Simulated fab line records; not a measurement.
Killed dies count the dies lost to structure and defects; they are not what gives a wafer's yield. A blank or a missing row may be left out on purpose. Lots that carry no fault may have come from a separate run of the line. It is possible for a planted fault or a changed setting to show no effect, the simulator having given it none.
fab line records    flow n5Finfet
[record] lots = 11  wafers = 27  lastDay = 20
route steps=1938 shown HKMG_FIN@442 GATE_CUT@468 BEOL_M4@1111
lots with no fault: from the same line, run without faults
startH: the number of hours between the record's first day and the start of the first shown wafer of the lot    waitH: time in hours since the lot's previous step    " as in the row above    L1.1+2: a single row standing in for several wafers    - either no value or no given start    * or withheld: withheld    < > ~ a bound
route shown NAME@n: a module of which the file shows steps, and the number in the route of the first    usual: average and standard deviation across the fault-free wafers    same: alike in all rows    chamber/n: place in a boat    sites: the reading at each site    _std_site: how widely they spread, as a standard deviation    _edge_site: inner sites' mean taken away from outer sites' mean    radiusMm: for every site, how far away it sits from the centre of the wafer    mask NAME#n: copy n    behind: tool/chamber where the wafer was last shaped    hold: what put the lot on hold/how long, in hours/how the hold closed    device: the n, p or np transistor that did not switch    end of line: the route-end tests of the same wafers    for a step that has no rows: nothing shown but its recipe    killed: count of dies lost to structure and defects at first sort (not the wafer's yield)    map: a wafer's dies, x killed, . not, _ none there
set.NAME: the setting that was run; set.NAME@STEP: the one run at that earlier step    model.NAME: the simulator's own value behind a step, which no gauge read
a sample of lots followed through the steps of the route, with each step as a table and each wafer as a row
services: from which hour (startH, from the record's first day; less than 0 if before it) a tool's chamber was out of use, for how many hours, and why
[[steps]]
[step N5_HKMG_FIN_ALD_91]
[recipe] material = TiN  targetThkA = 10  tempC = 400  aldPrecursorFamily = TiCl4  aldCoReactant = NH3  pulseTimeS = 1  purgeTimeS = 3  coReactantPurgeTimeS = 2  coReactantPulseTimeS = 2  aldCycles = 47  pressureTorr = 3
[usual] heaterPowerW = 840/100  precursorPulseHeightRel = 1.000/0.018
lot.wafer  tool         chamber  startH  waitH  heaterPowerW  precursorPulseHeightRel
L783.2     aldMetal-02  2        75.61   0.3    791           1.013
L783.4     "            3        "       "      1005          0.976
L783.6     "            0        "       "      906           0.980
L791.6     aldMetal-01  1        127.82  0.1    767           0.983
L792.5     aldMetal-02  0        134.20  0.1    907           0.981
L794.4     aldMetal-02  1        147.27  0.1    835           0.992
L797.1     aldMetal-02  1        163.20  0.3    816           1.009
L797.3     "            3        "       "      992           0.996
L797.6     "            0        "       "      929           1.056
L798.2     aldMetal-03  0        171.09  0.3    757           0.991
L798.3     "            1        "       "      861           1.015
L798.5     "            3        "       "      670           0.967
L800.2     aldMetal-03  0        183.12  0.3    743           0.988
L800.4     "            3        "       "      657           0.996
L800.6     "            0        "       "      754           0.987
L801.3     aldMetal-02  3        187.06  0.1    1030          0.993
L801.4     "            0        "       "      915           1.006
L801.5     "            1        "       "      799           1.013
L803.1     aldMetal-01  1        197.06  0.3    766           0.992
L803.2     "            3        "       "      901           0.987
L803.6     "            3        "       "      877           1.001
L805.1     aldMetal-01  1        208.78  0.3    788           0.952
L805.2     "            0        "       "      752           0.992
L805.4     "            2        "       "      922           0.980
L806.1     aldMetal-03  3        221.05  0.3    646           1.000
L806.2     "            1        "       "      841           1.004
L806.4     "            2        "       "      1054          1.011
[step N5_HKMG_FIN_STRIP_89]
[recipe] chemistry = N2/H2  material = SOC  timeS = 20  powerW = 500  tempC = 40  pressureMtorr = 50  rfFrequencyHz = 6e+07  biasPowerW = 8  h2Frac = 0.5  n2FlowSccm = 300  h2FlowSccm = 300
[usual] drypumpMotorCurrentA = 5.7/0.36  oesProductAu = 0.78/0.093  rfVppV = 54.4/0.85  showerheadPlenumPTorr = 3.41/0.082  throttleValvePct = 18.9/0.35
lot.wafer  tool        chamber  startH  waitH  drypumpMotorCurrentA  oesProductAu  rfHoursCounterH  rfVppV  showerheadPlenumPTorr  throttleValvePct
L783.2     rieDiel-04  0        76.01   0.0    6.1                   0.67          243              53.9    3.44                   19.2
L783.4     "           3        "       "      5.5                   0.67          229              53.2    3.43                   18.8
L783.6     "           1        "       "      6.2                   0.76          -                54.2    3.49                   19.1
L791.6     rieDiel-04  0        128.13  0.0    6.1                   0.99          -                56.2    3.43                   18.8
L792.5     rieDiel-06  0        134.51  0.0    5.2                   0.69          -                53.2    3.41                   18.3
L794.4     rieDiel-04  1        147.70  0.0    6.2                   0.75          -                54.5    3.47                   19.1
L797.1     rieDiel-06  3        163.83  0.0    4.9                   0.70          202              53.9    3.19                   18.6
L797.3     "           1        "       "      5.6                   0.82          73               54.9    3.39                   18.8
L797.6     "           2        "       "      5.7                   0.69          -                53.5    3.46                   19.1
L798.2     rieDiel-06  1        171.49  0.0    5.6                   0.82          77               52.8    3.39                   18.8
L798.3     "           3        "       "      4.9                   0.70          206              54.1    3.19                   18.6
L798.5     "           3        "       "      5.0                   0.70          -                54.1    3.19                   18.6
L800.2     rieDiel-06  0        183.67  0.0    5.2                   0.96          3                54.8    3.41                   17.9
L800.4     "           1        "       "      5.6                   0.80          -                53.9    3.38                   18.8
L800.6     "           0        "       "      5.2                   0.96          -                54.5    3.41                   17.9
L801.3     rieDiel-06  0        187.46  0.0    5.2                   0.96          5                53.0    3.41                   17.9
L801.4     "           2        "       "      5.6                   0.69          -                55.5    3.45                   19.1
L801.5     "           0        "       "      5.2                   0.96          -                53.2    3.41                   17.9
L803.1     rieDiel-06  1        197.46  0.0    5.6                   0.80          90               55.3    3.38                   18.8
L803.2     "           2        "       "      5.6                   0.69          258              54.4    3.45                   19.1
L803.6     "           2        "       "      5.6                   0.70          -                55.0    3.45                   19.1
L805.1     rieDiel-04  2        209.18  0.0    5.9                   0.71          211              54.1    3.31                   19.4
L805.2     "           1        "       "      6.2                   0.73          208              55.8    3.46                   19.1
L805.4     "           0        "       "      6.1                   0.91          36               54.4    3.42                   18.8
L806.1     rieDiel-01  3        221.45  0.0    5.2                   0.89          45               53.9    3.40                   18.7
L806.2     "           2        "       "      5.9                   0.80          81               54.4    3.54                   18.6
L806.4     "           0        "       "      5.9                   0.87          38               54.9    3.55                   18.5
[step N5_HKMG_FIN_ALD_72]
[recipe] material = W  targetThkA = 20  tempC = 300  pressureTorr = 7.5  aldPrecursorFamily = WF6  aldCoReactant = B2H6  pulseTimeS = 1  purgeTimeS = 2  coReactantPurgeTimeS = 2  coReactantPulseTimeS = 3  aldCycles = 7
[usual] heaterPowerW = 467/50  precursorPulseHeightRel = 0.997/0.018
lot.wafer  tool     chamber  startH  waitH  heaterPowerW  precursorPulseHeightRel
L783.2     cvdW-01  1        78.13   0.2    491           0.972
L783.4     "        0        "       "      525           1.015
L783.6     "        1        "       "      484           0.995
L791.6     cvdW-02  1        130.26  0.1    398           0.982
L792.5     cvdW-01  1        136.69  0.1    480           0.975
L794.4     cvdW-01  1        149.94  0.2    489           1.010
L797.1     cvdW-01  0        165.98  0.2    537           1.007
L797.3     "        0        "       "      540           1.016
L797.6     "        0        "       "      542           0.992
L798.2     cvdW-02  1        173.78  0.2    409           1.026
L798.3     "        1        "       "      408           0.993
L798.5     "        1        "       "      394           1.001
L800.2     cvdW-01  1        185.81  0.2    491           0.971
L800.4     "        0        "       "      531           1.003
L800.6     "        0        "       "      553           1.008
L801.3     cvdW-02  1        189.69  0.2    409           0.980
L801.4     "        0        "       "      446           0.983
L801.5     "        1        "       "      397           1.017
L803.1     cvdW-02  1        199.61  0.2    407           0.962
L803.2     "        0        "       "      429           1.025
L803.6     "        1        "       "      406           0.996
L805.1     cvdW-02  1        211.30  0.2    405           0.996
L805.2     "        0        "       "      427           0.970
L805.4     "        1        "       "      398           1.031
L806.1     cvdW-01  0        223.56  0.2    551           1.010
L806.2     "        1        "       "      494           0.999
L806.4     "        0        "       "      554           0.985
[step N5_GATE_CUT_VAPOR_ETCH_60]
[recipe] chemistry = BCl3/Cl2  target = HfO2  mode = isotropic
[usual] drypumpMotorCurrentA = 5.9/0.59  oesProductAu = 0.82/0.1
lot.wafer  tool         chamber  startH  waitH  drypumpMotorCurrentA  oesProductAu
L783.2     rieMetal-01  0        79.29   0.0    5.5                   0.80
L783.4     "            0        "       "      5.5                   0.81
L783.6     "            1        "       "      5.0                   0.81
L791.6     rieMetal-03  0        131.39  0.0    5.7                   1.23
L792.5     rieMetal-03  1        137.90  0.0    6.7                   0.83
L794.4     rieMetal-03  0        151.10  0.0    5.7                   0.93
L797.1     rieMetal-02  0        167.14  0.0    6.6                   0.97
L797.3     "            1        "       "      5.5                   0.70
L797.6     "            0        "       "      6.5                   0.98
L798.2     rieMetal-01  0        174.93  0.0    5.5                   0.78
L798.3     "            1        "       "      5.0                   0.79
L798.5     "            1        "       "      5.0                   0.79
L800.2     rieMetal-02  1        186.97  0.0    5.6                   0.69
L800.4     "            1        "       "      5.6                   0.70
L800.6     "            0        "       "      6.6                   0.95
L801.3     rieMetal-01  1        190.84  0.0    5.0                   0.78
L801.4     "            0        "       "      5.6                   0.79
L801.5     "            1        "       "      4.9                   0.79
L803.1     rieMetal-01  1        200.77  0.0    5.0                   0.78
L803.2     "            0        "       "      5.5                   0.77
L803.6     "            0        "       "      5.5                   0.78
L805.1     rieMetal-01  0        212.46  0.0    5.6                   0.79
L805.2     "            1        "       "      5.0                   0.79
L805.4     "            0        "       "      5.6                   0.78
L806.1     rieMetal-01  0        224.72  0.0    5.5                   0.77
L806.2     "            1        "       "      5.0                   0.78
L806.4     "            1        "       "      5.0                   0.78
[step N5_BEOL_M4_RC_MEAS_101]
[usual] DIBL_N = 36.0/1.9  DIBL_P = 35.6/2.2  IOFF_N = 0.15/0.031  IOFF_P = 0.19/0.032  ION_N = 668/11  ION_P = 455/7.2  SS_N = 71.5/0.65  SS_P = 73.4/0.64  VT_N = 251/3.6  VT_P = -253/3.3
lot.wafer  tool       chamber  startH  waitH  DIBL_N[mV/V]  DIBL_P[mV/V]  IOFF_N[nA/um]  IOFF_P[nA/um]  ION_N[uA/um]  ION_P[uA/um]  SS_N[mV/dec]  SS_P[mV/dec]  VT_N[mV]  VT_P[mV]
L783.2     prober-01  0        190.18  0.2    36.4          35.6          0.15           0.21           671           461           70.7          73.6          249       -249
L783.4     "          0        "       "      35.7          34.2          0.14           0.19           664           460           70.1          73.3          251       -251
L783.6     "          0        "       "      37.5          36.3          0.17           0.22           675           457           71.0          73.7          250       -250
L791.6     prober-02  0        248.47  0.8    32.9          32.8          0.11           0.17           665           458           71.4          72.7          254       -254
L792.5     prober-02  0        277.84  0.6    32.5          33.3          0.12           0.17           651           450           71.5          72.8          256       -252
L794.4     prober-02  0        292.51  0.5    33.0          31.3          0.12           0.15           653           451           70.8          72.9          254       -258
L797.1     prober-02  0        297.91  0.0    38.4          38.4          0.19           0.22           677           462           70.7          74.3          246       -246
L797.3     "          0        "       "      37.1          36.7          0.15           0.20           670           460           71.2          72.8          252       -250
L797.6     "          0        "       "      35.3          34.2          0.12           0.16           670           461           70.6          72.8          252       -255
L798.2     prober-01  0        305.76  0.2    36.3          38.5          0.16           0.21           666           458           71.4          73.7          248       -253
L798.3     "          0        "       "      35.7          36.3          0.16           0.17           666           445           72.0          73.4          249       -258
L798.5     "          0        "       "      36.9          38.1          0.18           0.20           668           458           72.0          73.8          251       -256
L801.3     prober-02  0        313.97  0.3    39.8          39.7          0.22           0.24           700           467           71.8          74.1          248       -250
L801.4     "          0        "       "      38.8          38.4          0.18           0.24           674           462           72.7          74.6          248       -252
L801.5     "          0        "       "      38.1          37.0          0.17           0.20           671           458           71.4          73.9          250       -253
L803.1     prober-02  0        322.43  0.0    35.0          34.7          0.14           0.19           672           460           71.3          73.9          254       -254
L803.2     "          0        "       "      35.7          34.8          0.15           0.18           666           452           72.6          74.2          251       -253
L803.6     "          0        "       "      36.2          35.4          0.14           0.19           658           449           71.9          73.3          256       -252
L800.2     prober-01  0        322.82  0.2    38.0          36.6          0.17           0.21           677           463           70.9          74.0          249       -251
L800.4     "          0        "       "      36.8          34.7          0.14           0.18           666           459           71.3          73.7          248       -253
L800.6     "          0        "       "      38.8          37.1          0.18           0.21           683           461           72.0          73.4          248       -250
L805.1     prober-02  0        333.71  0.0    33.1          33.5          0.11           0.13           662           444           70.6          72.9          259       -262
L805.2     "          0        "       "      34.7          35.8          0.13           0.16           666           443           71.6          73.6          255       -262
L805.4     "          0        "       "      34.6          37.0          0.14           0.17           665           449           71.9          74.3          252       -259
L806.1     prober-01  0        361.52  0.0    34.9          33.6          0.13           0.17           671           460           71.2          73.1          250       -252
L806.2     "          0        "       "      34.3          33.6          0.12           0.18           653           451           70.9          73.2          254       -253
L806.4     "          0        "       "      37.0          36.7          0.16           0.24           684           469           71.4          74.6          248       -246
[[services]]
tool         chamber  startH  hours  kind
cvdW-01      -        65.59   2.7    repair
aldMetal-01  1        82.87   5.1    repair
rieDiel-01   1        88.33   1.7    repair
aldMetal-02  3        97.31   26.2   repair
cvdW-02      1        98.14   14.7   repair
rieDiel-01   1        111.49  9.7    repair
cvdW-01      -        124.68  0.6    repair
rieDiel-06   0        130.10  4.0    repair
cvdW-01      0        134.87  1.9    repair
cvdW-02      -        140.87  14.6   pm
rieDiel-06   0        141.88  -      clean
rieDiel-06   0        141.88  -      consumableReplace:focusRing
rieDiel-06   0        141.88  33.7   scheduledDown
rieDiel-06   0        141.88  33.7   ventCycle
rieDiel-01   3        156.77  43.4   repair
cvdW-01      -        158.57  1.6    repair
cvdW-02      -        169.15  0.6    repair
rieDiel-04   1        171.89  1.4    repair
rieDiel-06   3        181.80  17.0   repair
rieDiel-01   -        202.64  0.5    repair
aldMetal-01  -        210.02  1.2    pm
cvdW-02      0        211.58  5.0    repair
aldMetal-02  2        212.41  186.2  repair
rieMetal-03  -        221.17  2.8    pm
[[key]]
[firstSign] step = N5_GATE_CUT_VAPOR_ETCH_60  reading = oesProductAu  direction = up  sigmas = 4  usual = 0.82  struck = 1.23
effect none on later readings
metAt N5_GATE_CUT_VAPOR_ETCH_60
struckLots L791
struckWafers L791.6
notActingAt N5_HKMG_FIN_ALD_91,N5_HKMG_FIN_STRIP_89,N5_HKMG_FIN_ALD_72
[fault] kind = processParameterDrift  tool = rieMetal-03  chamber = -  onsetH = 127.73  steps = N5_GATE_CUT_VAPOR_ETCH_60  channel = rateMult  offset = 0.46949  shape = step  endH = 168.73  scope = struckWafersOnly
